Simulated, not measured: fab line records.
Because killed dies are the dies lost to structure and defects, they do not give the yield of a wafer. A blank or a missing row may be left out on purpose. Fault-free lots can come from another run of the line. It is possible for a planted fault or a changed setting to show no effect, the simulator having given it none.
Matching of chambers    flow nand_harc    NHARC_A_CONTACT_ETCH_48 on rie_diel-03: 4 sister chambers
The step etches the open film in CF4, target depth 39 nm, time 65 s. 8 wafers are shown with their chamber, then 10 later ones without.

WAFERS, EACH WITH ITS CHAMBER
wafer   chamber  showerhead_plenum_p_Torr (Torr)  drypump_motor_current_A (A)
L084.4  3        1.69                             5.73
L088.5  2        1.82                             5.87
L088.6  1        1.77                             5.64
L085.1  1        1.77                             5.65
L085.2  0        1.75                             5.90
L085.4  3        1.68                             5.72
L090.1  2        1.82                             5.88
L090.2  0        1.75                             5.91

WAFERS WHOSE CHAMBER IS MISSING
wafer   showerhead_plenum_p_Torr (Torr)  drypump_motor_current_A (A)
L090.4  1.76                             5.64
L091.2  1.76                             5.66
L091.3  1.82                             5.87
L091.6  1.76                             5.65
L096.1  1.76                             5.64
L096.2  1.68                             5.73
L096.4  1.75                             5.87
L097.1  1.76                             5.66
L097.2  1.74                             5.88
L097.4  1.68                             5.73

EACH ONE'S CHAMBER
wafer   from the rows above  in truth
L090.4  1                    1
L091.2  1                    1
L091.3  2                    2
L091.6  1                    1
L096.1  1                    1
L096.2  3                    3
L096.4  0                    0
L097.1  1                    1
L097.2  0                    0
L097.4  3                    3
10 of 10 placed correctly. From these rows, 0 cannot be placed. 0 placed wrongly.
How it was worked out, from the rows above alone: a wafer's distance from a chamber is the root of the sum, over the readings, of the square of ((its reading less the chamber's mean) divided by the reading's scatter). If the next closest chamber is less than 2 further off than the closest, the wafer can't be placed; otherwise it belongs to the closest. Each chamber's mean is taken over the wafers shown for it. The scatter is the square root of a quotient: the sum, over the shown wafers, of each reading's squared deviation from its chamber's mean, divided by wafers minus chambers.
